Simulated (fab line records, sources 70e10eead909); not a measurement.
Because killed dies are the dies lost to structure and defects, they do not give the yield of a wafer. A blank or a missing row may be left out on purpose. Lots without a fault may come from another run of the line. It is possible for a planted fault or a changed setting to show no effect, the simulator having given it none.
Struck lot and sound lot, side by side || flow nand_harc || 14 steps out of a route of 1302
Sound: wafers L157.1, L157.2, L157.4. The struck wafers were L169.1, L169.2, L169.5. At the end, the cause is stated.
Per side, at each step with rows, come the tool, then ch with its chambers, and then its first start. Under that, the readings that differ: sound wafers || struck wafers || difference of the means || sigmas: that difference in standard deviations of wafers without a fault.
alike: readings whose means differ by less than 2 such deviations, and words and numbers that are the same on both sides. not compared: withheld readings, readings that some wafer has no value for, bounds like >300 that may hide the same value, and numbers for which the record gives no deviation and whose values overlap.
A row with sigmas, a row that says differs or no value, or rows on one side alone: a step with any of these is where the two part. Non-overlapping numbers with no deviation appear without sigmas and do not part them. A reading that every wafer of one side lacks parts them only if that side has two wafers or more.

NHARC_A_ONON_D2_THK_MEAS_02: measures by ellipsometry.
  sound: film_metro-01 at day 13 05:07; struck: film_metro-01 at day 17 19:35
  alike: thk_nm
next comes 1 step that has no rows for these wafers: NHARC_A_ONON_D2_DEP_03 (target thickness 1000 nm).
NHARC_A_ONON_D2_THK_MEAS_05: measures by ellipsometry.
  sound: film_metro-01 at day 13 05:40; struck: film_metro-01 at day 17 20:09
{"reading": "thk_nm (nm)", "sound": "1008 1008 1009", "struck": "989 989 989", "difference": -19, "sigmas": -2}
next comes 1 step that has no rows for these wafers: NHARC_A_ONON_D2_DEP_06 (target thickness 1000 nm).
NHARC_A_ONON_D2_THK_MEAS_08: measures by ellipsometry.
  sound: film_metro-02 at day 13 06:14; struck: film_metro-02 at day 17 20:43
  alike: thk_nm
next comes 1 step that has no rows for these wafers: NHARC_A_ONON_D2_DEP_09 (target thickness 1000 nm).
NHARC_A_ONON_D2_THK_MEAS_11: measures by ellipsometry.
  sound: film_metro-01 at day 13 06:48; struck: film_metro-02 at day 17 21:17
  alike: thk_nm
next comes 1 step that has no rows for these wafers: NHARC_A_ONON_D2_DEP_12 (target thickness 1000 nm).
NHARC_A_ONON_D2_THK_MEAS_14: measures by ellipsometry.
  sound: film_metro-02 at day 13 07:22; struck: film_metro-01 at day 17 21:51
  alike: thk_nm
then, 2 steps without rows for these wafers: NHARC_A_ONON_D2_ANNEAL_15 (time 3600 s); NHARC_A_ONON_D2_DEP_16 (target thk 1000 nm).
NHARC_A_ONON_D2_THK_MEAS_18: measures by ellipsometry.
  sound: film_metro-01 at day 13 17:01; struck: film_metro-01 at day 18 05:13
  alike: thk_nm
NHARC_A_ONON_D2_DEP_19: target thk 1000 nm.
  sound on pecvd_onon-01 ch 0, day 13 17:11; struck on pecvd_onon-03 ch 0, day 18 05:17
NHARC_A_ONON_D2_THK_MEAS_21: measures by ellipsometry.
  sound: film_metro-02 at day 13 17:42; struck: film_metro-02 at day 18 05:58
{"reading": "thk_nm (nm)", "sound": "999 997 999", "struck": "507 509 507", "difference": -491, "sigmas": -55}
  not compared: hold

== WHERE THEY PART ==
First at NHARC_A_ONON_D2_THK_MEAS_05; last, within this record, at NHARC_A_ONON_D2_THK_MEAS_21.

WHY: what had been put in by the simulator
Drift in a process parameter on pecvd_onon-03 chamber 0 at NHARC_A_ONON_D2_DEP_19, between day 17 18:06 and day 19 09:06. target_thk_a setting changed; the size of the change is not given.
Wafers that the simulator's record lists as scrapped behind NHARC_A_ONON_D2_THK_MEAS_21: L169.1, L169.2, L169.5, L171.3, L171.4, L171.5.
